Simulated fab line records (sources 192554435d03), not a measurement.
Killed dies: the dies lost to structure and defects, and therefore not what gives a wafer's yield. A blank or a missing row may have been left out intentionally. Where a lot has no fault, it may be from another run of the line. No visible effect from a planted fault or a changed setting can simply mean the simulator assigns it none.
The tool behind it: which one? || flow n5-finfet || 9 lots, 27 wafers sampled, at 3 steps of a route of 1938

WHAT THE GAUGES READ, wafer by wafer
N5_FIN_SAQP_CD_MEAS_31 targets a cd of 8 nm.
{"lot": "L075", "measured": "day 2 07:31", "on": "cd-sem-02", "cd-nm (nm)": "7.80 7.98 7.83"}
{"lot": "L078", "measured": "day 3 02:29", "on": "cd-sem-02", "cd-nm (nm)": "7.90 8.17 8.35"}
{"lot": "L081", "measured": "day 3 20:30", "on": "cd-sem-03", "cd-nm (nm)": "7.92 8.33 8.40"}
{"lot": "L084", "measured": "day 4 16:11", "on": "cd-sem-02", "cd-nm (nm)": "7.96 8.51 7.96"}
{"lot": "L086", "measured": "day 5 05:26", "on": "cd-sem-01", "cd-nm (nm)": "8.03 8.21 8.19"}
{"lot": "L088", "measured": "day 5 14:06", "on": "cd-sem-02", "cd-nm (nm)": "7.87 8.34 7.81"}
{"lot": "L091", "measured": "day 6 08:04", "on": "cd-sem-03", "cd-nm (nm)": "8.28 8.01 7.90"}
{"lot": "L094", "measured": "day 7 02:49", "on": "cd-sem-03", "cd-nm (nm)": "8.13 8.01 7.91"}
{"lot": "L096", "measured": "day 7 14:28", "on": "cd-sem-03", "cd-nm (nm)": "8.44 8.02 8.15"}

EACH LOT AND THE TOOL THAT RAN IT (in order: tool; ch and the chambers of the sampled wafers; start)
{"lot": "L075", "N5_FIN_SAQP_SPACER1_ETCHBACK_25": "rie-diel-06 ch 1,2,3, day 2 05:43", "N5_FIN_SAQP_ETCH_69": "rie-diel-04 ch 0,3, day 2 06:41"}
{"lot": "L078", "N5_FIN_SAQP_SPACER1_ETCHBACK_25": "rie-diel-03 ch 0,1,2, day 3 00:15", "N5_FIN_SAQP_ETCH_69": "rie-diel-04 ch 0,2,3, day 3 01:40"}
{"lot": "L081", "N5_FIN_SAQP_SPACER1_ETCHBACK_25": "rie-diel-04 ch 0,1,2, day 3 18:36", "N5_FIN_SAQP_ETCH_69": "rie-diel-06 ch 0,2,3, day 3 19:35"}
{"lot": "L084", "N5_FIN_SAQP_SPACER1_ETCHBACK_25": "rie-diel-03 ch 0,1,3, day 4 14:05", "N5_FIN_SAQP_ETCH_69": "rie-diel-06 ch 0,1, day 4 15:14"}
{"lot": "L086", "N5_FIN_SAQP_SPACER1_ETCHBACK_25": "rie-diel-06 ch 0,1,2, day 5 01:47", "N5_FIN_SAQP_ETCH_69": "rie-diel-06 ch 0,1,3, day 5 02:42"}
{"lot": "L088", "N5_FIN_SAQP_SPACER1_ETCHBACK_25": "rie-diel-03 ch 0,2, day 5 12:06", "N5_FIN_SAQP_ETCH_69": "rie-diel-04 ch 0,1,3, day 5 13:08"}
{"lot": "L091", "N5_FIN_SAQP_SPACER1_ETCHBACK_25": "rie-diel-03 ch 2,3, day 6 05:50", "N5_FIN_SAQP_ETCH_69": "rie-diel-03 ch 0,2,3, day 6 07:07"}
{"lot": "L094", "N5_FIN_SAQP_SPACER1_ETCHBACK_25": "rie-diel-06 ch 1,2, day 7 01:04", "N5_FIN_SAQP_ETCH_69": "rie-diel-03 ch 1,2,3, day 7 01:59"}
{"lot": "L096", "N5_FIN_SAQP_SPACER1_ETCHBACK_25": "rie-diel-04 ch 1,2, day 7 12:43", "N5_FIN_SAQP_ETCH_69": "rie-diel-04 ch 0,1,3, day 7 13:38"}
- N5_FIN_SAQP_SPACER1_ETCHBACK_25: etches SiO2 in CHF3/O2, target depth 24.4 nm, time 12.2 s.
- N5_FIN_SAQP_ETCH_69: etches SOC in N2/H2, stops on SiNx, target depth 150 nm.

THE ANSWER, worked out from the rows above alone
Rule: usual is defined by the lots themselves. Put in order of their means at a reading, lots are off if they are a third of the lots or fewer, leave a main group of 4 or more, and stand apart from it by a gap of 3 or more times the standard deviation of the main group's means; of several such gaps the widest counts. The tables above print the reading to a certain number of digits; a main group whose means all agree to those digits is not used. Also off: a lot with no number at a reading for which 4 or more lots have one. Any other lot the step has rows for is counted as sound.
Nothing can be told from this: no lot is off at any reading shown.

WHAT THE SIMULATOR PUT IN
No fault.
